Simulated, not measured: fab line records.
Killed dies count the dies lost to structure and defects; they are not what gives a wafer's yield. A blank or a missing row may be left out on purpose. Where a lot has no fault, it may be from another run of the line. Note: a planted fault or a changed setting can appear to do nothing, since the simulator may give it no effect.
Matching of chambers	flow nand harc	pecvd-02 running NHARC_THIN_TSV_DEP_43: 3 sister chambers
The step deposits SiO2, target thk 1328.5 nm. 6 wafers are shown with their chamber, then 7 later ones without.

## EACH WAFER AND ITS CHAMBER
wafer	chamber	throttle valve pct (%)
L508.3	0	16.0
L507.1	0	16.2
L507.3	1	16.4
L507.4	2	16.1
L511.2	2	16.0
L511.3	1	16.4

## WAFERS MISSING THEIR CHAMBER
wafer	throttle valve pct (%)
L511.6	15.9
L519.1	15.8
L519.4	15.8
L519.6	15.8
L517.1	16.5
L517.2	16.0
L517.5	15.9

## WHICH CHAMBER EACH WENT THROUGH
wafer	from the rows above	in truth
L511.6	can't be placed: 2 or 0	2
L519.1	can't be placed: 2 or 0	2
L519.4	can't be placed: 2 or 0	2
L519.6	can't be placed: 2 or 0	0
L517.1	1	1
L517.2	can't be placed: 2 or 0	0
L517.5	can't be placed: 2 or 0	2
Correctly placed: 1 of 7. Not placeable from these rows: 6 (in 6, the candidates include the true chamber). Number placed wrongly: 0.
How it was worked out, from the rows above alone: a wafer's distance from a chamber is the root of the sum, over the readings, of the square of ((its reading less the chamber's mean) divided by the reading's scatter). If the next closest chamber is less than 2 further off than the closest, the wafer can't be placed; otherwise it belongs to the closest. A chamber's mean is the mean of its shown wafers. How the scatter is found: for the shown wafers, subtract from each reading the mean of its chamber, square and add these, divide the total by (wafers less chambers), then take the root.
